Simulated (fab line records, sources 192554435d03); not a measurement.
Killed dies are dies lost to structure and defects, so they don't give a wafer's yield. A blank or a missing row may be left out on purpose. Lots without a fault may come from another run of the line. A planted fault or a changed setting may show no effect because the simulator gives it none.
One fault seen from 3 desks | flow n5_finfet | each desk has only its own numbers; what lay behind them comes last
Where a reading is given only as a bound, like >300, the bound stands for it, and a mean or a difference that rests on one is marked > or <: the true number lies beyond.

THE METROLOGY DESK
What the gauges read, lot by lot, whatever tool the lot ran on: means of the sampled wafers that have a number. A lot is out of limits, marked OUT, if its mean lies more than 4 standard deviations from the usual mean; the brackets give that distance.
Columns: A = cd_nm at N5_BEOL_M15_CD_MEAS_28, usual 406.9 nm
lot  | first seen here | A
L746 | day 11 04:23    | 405.0
L747 | day 11 17:59    | 403.7
L749 | day 11 23:37    | 408.6
L750 | day 12 00:32    | 404.6
L757 | day 14 04:05    | 405.4
L758 | day 14 18:28    | 407.9
L765 | day 16 02:16    | 406.3
L767 | day 16 23:50    | 408.4
L769 | day 17 06:58    | 407.3
L768 | day 17 12:59    | 407.8
This desk's finding: nothing out of limits on any of the 10 lots.

THE DEFECT DESK
What the inspections along the route counted, lot by lot: means of the sampled wafers that have a number. A lot is out of limits, marked OUT, if its mean lies more than 4 standard deviations from the usual mean; the brackets give that distance.
Columns: A = raw_defect_count at N5_MIM_TOP_LITHO_INSPECT_12, usual 2.2
lot  | first seen here | A
L746 | day 11 15:35    | 1.3
L747 | day 12 00:11    | 3.0
L749 | day 12 05:06    | 2.0
L750 | day 12 08:12    | 0.7
L757 | day 14 14:41    | >102 (>+67) OUT
L758 | day 15 01:04    | >101 (>+66) OUT
L765 | day 16 08:26    | 4.3
L767 | day 17 07:40    | 1.7
L769 | day 17 15:47    | 1.7
L768 | day 17 20:35    | 2.3
This desk's finding: out of limits on L757, L758; first on L757, day 14 14:41 (raw_defect_count at N5_MIM_TOP_LITHO_INSPECT_12). In limits: L746, L747, L749, L750, L765, L767, L769, L768.

THE TOOL OWNER'S DESK: ald_hk-02
The tool's own readings at N5_MIM_TOP_ALD_01 (deposits HfO2, target thk 5.6 nm, pulse time 1 s, purge time 3 s): means of the sampled wafers that have a number, for each lot that ran on this tool. A lot is out of limits, marked OUT, if its mean lies more than 4 standard deviations from the usual mean; the brackets give that distance.
Columns: A = precursor_pulse_height_rel at N5_MIM_TOP_ALD_01, usual 1.001
lot  | first seen here | A
L746 | day 11 14:00    | 1.018
L749 | day 12 03:00    | 0.989
L750 | day 12 06:00    | 1.020
L757 | day 14 11:00    | 1.015
L758 | day 15 00:00    | 1.020
This desk's finding: nothing out of limits on any of the 5 lots.

PUT TOGETHER
The defect desk could have raised an alarm at day 14 14:41, on L757, L758.
The metrology desk saw nothing out of limits.
The tool owner's desk saw nothing out of limits.
The metrology desk has L757, L758 on record, within its limits.
The tool owner's desk has L757, L758 on record, within its limits.
Of the lots named, all ran N5_MIM_TOP_ALD_01 on ald_hk-02.

WHAT THE SIMULATOR HAD PUT IN
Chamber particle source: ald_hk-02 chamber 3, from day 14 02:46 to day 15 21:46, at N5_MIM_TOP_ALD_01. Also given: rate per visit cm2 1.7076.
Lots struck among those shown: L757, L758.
Hours from the fault's start to each desk's first reading out of limits: the defect desk, 12.
